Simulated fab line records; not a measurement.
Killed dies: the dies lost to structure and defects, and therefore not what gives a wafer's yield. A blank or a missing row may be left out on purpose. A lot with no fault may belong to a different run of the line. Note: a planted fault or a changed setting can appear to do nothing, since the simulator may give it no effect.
The same fault as seen by 2 desks    flow n5-finfet    only its own numbers are on each desk; what lay behind them is given at the end

== METROLOGY DESK ==
Means of the sampled wafers that have a number, per lot and without regard to the tool the lot ran on: this is what the gauges read. Marked OUT: a lot whose mean sits more than 4 standard deviations from the usual mean, which makes it out of limits; the brackets give that distance. Only the readings that lie furthest out on some lot appear, 7 of the 11 it has.
Columns: A = M2_THK at N5_BEOL_M2_THK_MEAS_53, usual 40.4 nm; B = DIBL_N at N5_BEOL_M4_RC_MEAS_101, usual 36.3 mV/V; C = DIBL_P at N5_BEOL_M4_RC_MEAS_101, usual 36.3 mV/V; D = ION_N at N5_BEOL_M4_RC_MEAS_101, usual 672 uA/um; E = ION_P at N5_BEOL_M4_RC_MEAS_101, usual 459 uA/um; F = SS_N at N5_BEOL_M4_RC_MEAS_101, usual 71.6 mV/dec; G = VT_N at N5_BEOL_M4_RC_MEAS_101, usual 250 mV
lot   first seen here  A     B     C     D    E    F     G
L211  day 7 04:37      39.6  35.4  35.4  659  456  71.6  252
L214  day 7 20:22      42.2  36.1  38.1  675  455  71.4  252
L216  day 8 08:40      40.6  35.9  36.8  676  462  71.3  249
L217  day 9 03:37      43.3  32.8  33.0  659  455  71.2  254
L226  day 11 21:39     39.8  36.6  37.7  671  468  71.3  249
L224  day 12 01:50     39.4  38.7  37.6  672  463  71.7  248
L227  day 12 06:35     40.7  38.8  38.9  678  467  72.6  248
L232  day 12 15:03     39.4  35.0  33.9  671  459  71.1  253
L231  day 12 21:43     41.1  38.4  38.6  690  468  72.3  245
L233  day 13 10:59     40.9  36.7  37.0  681  460  71.9  246
Result from this desk: across the 10 lots, nothing is out of limits.

== THE TOOL OWNER'S DESK: litho-track-02 ==
The tool's own readings at N5_BEOL_M3_COAT_61 (time 60 s, resist thk 60 nm): means of the sampled wafers that have a number, for each lot that ran on this tool. Marked OUT: a lot whose mean sits more than 4 standard deviations from the usual mean, which makes it out of limits; the brackets give that distance.
Columns: A = heater-power-total-W at N5_BEOL_M3_COAT_61, usual 500.5 W; B = spin-speed-rpm at N5_BEOL_M3_COAT_61, usual 1499.8 rpm
lot   first seen here  A      B
L216  day 8 11:57      501.2  1499.0
L217  day 9 04:53      500.3  1499.0
L226  day 12 01:28     501.5  1593.0 (+99 or more) OUT
L224  day 12 02:57     500.9  1592.6 (+99 or more) OUT
This desk finds L224, L226 out of limits, L226 being first, at day 12 01:28 (spin-speed-rpm at N5_BEOL_M3_COAT_61). L216, L217 stayed within limits.

== PUT TOGETHER ==
On L224, L226, at day 12 01:28, an alarm was possible from the tool owner's desk.
From the metrology desk's view, nothing was out of limits.
The metrology desk has L224, L226 on record, within its limits.
Every lot named ran N5_BEOL_M3_COAT_61 on litho-track-02.

== WHAT THE SIMULATOR PUT IN ==
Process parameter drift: litho-track-02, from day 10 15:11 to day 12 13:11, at N5_BEOL_M3_COAT_61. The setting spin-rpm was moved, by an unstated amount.
Lots struck among those shown: L224, L226.
Time in hours from fault onset to the first out-of-limits reading at each desk: the tool owner's desk, 34.
